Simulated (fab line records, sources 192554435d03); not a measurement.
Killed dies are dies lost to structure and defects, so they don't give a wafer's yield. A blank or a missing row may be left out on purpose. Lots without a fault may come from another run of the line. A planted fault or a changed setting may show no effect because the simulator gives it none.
One fault seen from 3 desks | flow n5_finfet | each desk has only its own numbers; what lay behind them comes last

THE TOOL OWNER'S DESK: pecvd-03
The tool's own readings at N5_FIN_SAQP_PECVD_06 (deposits a-Si from SiH4/He, target thk 60 nm, time 48.1 s): means of the sampled wafers that have a number, for each lot that ran on this tool. A lot is out of limits, marked OUT, if its mean lies more than 4 standard deviations from the usual mean; the brackets give that distance.
Columns: A = heater_power_w at N5_FIN_SAQP_PECVD_06, usual 868 W; B = showerhead_plenum_p_Torr at N5_FIN_SAQP_PECVD_06, usual 5.67 Torr; C = throttle_valve_pct at N5_FIN_SAQP_PECVD_06, usual 17.8 %
lot  | first seen here | A   | B    | C
L393 | day 3 03:14     | 817 | 5.66 | 17.6
L394 | day 3 10:35     | 803 | 5.71 | 17.4
L398 | day 4 09:58     | 814 | 5.72 | 17.6
L401 | day 5 05:58     | 912 | 5.66 | 17.4
L403 | day 5 15:53     | 835 | 5.72 | 17.6
This desk's finding: nothing out of limits on any of the 5 lots.

THE DEFECT DESK
What the inspections along the route counted, lot by lot: means of the sampled wafers that have a number. A lot is out of limits, marked OUT, if its mean lies more than 4 standard deviations from the usual mean; the brackets give that distance.
Columns: A = raw_defect_count at N5_FIN_SAQP_INSPECT_40, usual 189
lot  | first seen here | A
L390 | day 2 14:22     | 158
L393 | day 3 10:53     | 210
L394 | day 3 19:07     | 212
L398 | day 4 14:48     | 1583 (+30) OUT
L401 | day 5 10:57     | 1020 (+18) OUT
L403 | day 5 20:53     | 932 (+16) OUT
L409 | day 7 08:02     | 191
L410 | day 7 14:16     | 174
L411 | day 7 20:50     | 139
This desk's finding: out of limits on L398, L401, L403; first on L398, day 4 14:48 (raw_defect_count at N5_FIN_SAQP_INSPECT_40). In limits: L390, L393, L394, L409, L410, L411.

THE METROLOGY DESK
What the gauges read, lot by lot, whatever tool the lot ran on: means of the sampled wafers that have a number. A lot is out of limits, marked OUT, if its mean lies more than 4 standard deviations from the usual mean; the brackets give that distance. Of its 13 readings 7 are shown: the one that was out of limits first, and those that lie furthest out on some lot.
Columns: A = thk_nm at N5_FIN_SAQP_THK_MEAS_07, usual 59.9 nm; B = DIBL_N at N5_BEOL_M4_RC_MEAS_101, usual 36.3 mV/V; C = DIBL_P at N5_BEOL_M4_RC_MEAS_101, usual 36.5 mV/V; D = IOFF_P at N5_BEOL_M4_RC_MEAS_101, usual 0.22 nA/um; E = ION_N at N5_BEOL_M4_RC_MEAS_101, usual 677 uA/um; F = SS_N at N5_BEOL_M4_RC_MEAS_101, usual 71.5 mV/dec; G = VT_N at N5_BEOL_M4_RC_MEAS_101, usual 249 mV
lot  | first seen here | A              | B    | C    | D    | E   | F    | G
L390 | day 2 05:20     | 59.3           | 37.9 | 37.9 | 0.24 | 691 | 71.9 | 247
L393 | day 2 23:40     | 58.8           | 38.2 | 38.5 | 0.24 | 694 | 71.7 | 247
L394 | day 3 04:59     | 58.8           | 38.4 | 38.3 | 0.25 | 685 | 71.8 | 246
L398 | day 4 05:42     | 92.2 (+41) OUT | -    | -    | -    | -   | -    | -
L401 | day 5 01:37     | 75.7 (+20) OUT | 38.9 | 38.3 | 0.27 | 679 | 72.9 | 250
L403 | day 5 11:46     | 76.5 (+21) OUT | 37.0 | 38.6 | 0.26 | 687 | 71.7 | 246
L409 | day 6 23:00     | 59.3           | 32.8 | 32.8 | 0.16 | 654 | 70.6 | 255
L410 | day 7 05:21     | 60.2           | 36.2 | 36.9 | 0.24 | 682 | 71.6 | 248
L411 | day 7 11:08     | 60.8           | 35.5 | 37.0 | 0.23 | 680 | 71.6 | 248
This desk's finding: out of limits on L398, L401, L403; first on L398, day 4 10:02 (thk_nm at N5_FIN_SAQP_THK_MEAS_07). In limits: L390, L393, L394, L409, L410, L411.

PUT TOGETHER
The metrology desk could have raised an alarm at day 4 10:02, on L398, L401, L403.
The defect desk could have raised an alarm at day 4 14:48, on L398, L401, L403.
The tool owner's desk saw nothing out of limits.
The tool owner's desk has L398, L401, L403 on record, within its limits.
Of the lots named, all ran N5_FIN_SAQP_PECVD_06 on pecvd-03.

WHAT THE SIMULATOR HAD PUT IN
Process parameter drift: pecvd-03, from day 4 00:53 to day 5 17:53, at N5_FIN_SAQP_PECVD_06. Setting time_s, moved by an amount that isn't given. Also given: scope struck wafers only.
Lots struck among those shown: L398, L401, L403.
Hours from the fault's start to each desk's first reading out of limits: the metrology desk, 9; the defect desk, 14.
